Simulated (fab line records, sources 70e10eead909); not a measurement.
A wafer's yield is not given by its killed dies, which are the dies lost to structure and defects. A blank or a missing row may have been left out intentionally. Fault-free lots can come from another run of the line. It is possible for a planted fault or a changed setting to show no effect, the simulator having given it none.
A struck lot beside a sound one ; flow nand harc ; 15 out of 1159 route steps
Sound: wafers L319.2, L319.4, L319.5. The struck wafers were L313.2, L313.3, L313.5. The cause is given at the end.
Per side, at each step with rows, come the tool, then ch with its chambers, and then its first start. Under that, the readings that differ: sound wafers ; struck wafers ; difference of the means ; sigmas: that difference in standard deviations of wafers without a fault.
alike: readings with means less than 2 such deviations apart, plus words and numbers identical on both sides. not compared: withheld readings, readings lacking a value on some wafer, bounds such as >300 that could conceal the same value, and numbers that have no deviation in the record and whose values overlap.
A row with sigmas, a row that says differs or no value, or rows on one side alone: a step with any of these is where the two part. Numbers that don't overlap but have no deviation are shown without sigmas and don't part them. A reading that every wafer of one side lacks parts them only if that side has two wafers or more.

first, 1 step without rows for these wafers: NHARC_P_GATE_STRIP_96 (strips in SPM, time 900 s).
NHARC_P_GATE_RTA_64: time 1 s.
  sound on rtp anneal-02 ch 0, day 10 02:40; struck on rtp anneal-01 ch 0, day 8 18:14
  alike: lamp power pct, lamp_zone_4_pct, lamp_zone_6_pct, wafer_temp_C_max
then, 1 step without rows for these wafers: NHARC_P_GATE_ETCH_77 (etches SiO2 in dHF, target depth 6 nm).
NHARC_P_GATE_DEGAS_109: time 60 s.
  sound on pvd sputter-03, day 10 02:58; struck on pvd sputter-01, day 8 18:32
  alike: heater power w
then, 3 steps without rows for these wafers: NHARC_P_GATE_PRE_CLEAN_110 (time 30 s); NHARC_P_GATE_SPUTTER_78 (material Ni, target thk 10 nm); NHARC_P_GATE_SPUTTER_79 (material TiN, target thk 10 nm).
NHARC_P_GATE_RTA_80: time 30 s.
  sound on rtp anneal-01 ch 0, day 10 03:25; struck on rtp anneal-02 ch 0, day 8 18:51
reading;sound;struck;difference;sigmas
lamp_zone_6_pct (%);1.81 1.81 1.81;2.41 2.41 2.41;+0.60;+2
  alike: lamp power pct, lamp_zone_4_pct, wafer_temp_C_max
then, 1 step without rows for these wafers: NHARC_P_GATE_STRIP_67 (strips in SPM, time 600 s).
NHARC_P_GATE_RTA_82: time 30 s.
  sound on rtp anneal-02 ch 0, day 10 03:53; struck on rtp anneal-02 ch 0, day 8 19:19
  alike: lamp power pct, lamp_zone_4_pct, lamp_zone_6_pct, wafer_temp_C_max
NHARC_P_GATE_INSPECT_68:
  sound on defect inspect-01, day 10 04:03; struck on defect inspect-01, day 8 19:29
  alike: raw defect count
then, 1 step without rows for these wafers: NHARC_P_CONTACT_DEP_30 (deposits SiNx, target thk 30 nm).
NHARC_P_CONTACT_DEP_00: deposits SiO2, target thk 500 nm.
  sound on pecvd-03 ch 0,2, day 10 04:27; struck on pecvd-03 ch 0,1, day 8 19:47
  no value came back on the struck wafers for any of 5 readings (chamber pressure Torr (Torr), flow sccm (sccm) and others); on the sound wafers chamber pressure Torr (Torr) reads 6.512 6.517 6.490
NHARC_P_CONTACT_CMP_01: polishes SiO2, target thk 200 nm.
  sound on cmp-01 ch 0,1, day 10 04:52; struck on cmp-04 ch 1,3, day 8 20:17
  alike: motor current A
-- record jumps: 14 days between struck wafers' starts before vs after; left off in module P_CONTACT, resumes in module END, first step shown is number 1159 of the route --
NHARC_END_SORT_01:
  only the struck wafers appear in the record here, on prober-02 ch 0 at day 22 10:53; the sound ones have no rows

## WHERE THEY PART
At NHARC_P_GATE_RTA_80 first; at NHARC_END_SORT_01 last (within this record only).

WHY: what had been put in by the simulator
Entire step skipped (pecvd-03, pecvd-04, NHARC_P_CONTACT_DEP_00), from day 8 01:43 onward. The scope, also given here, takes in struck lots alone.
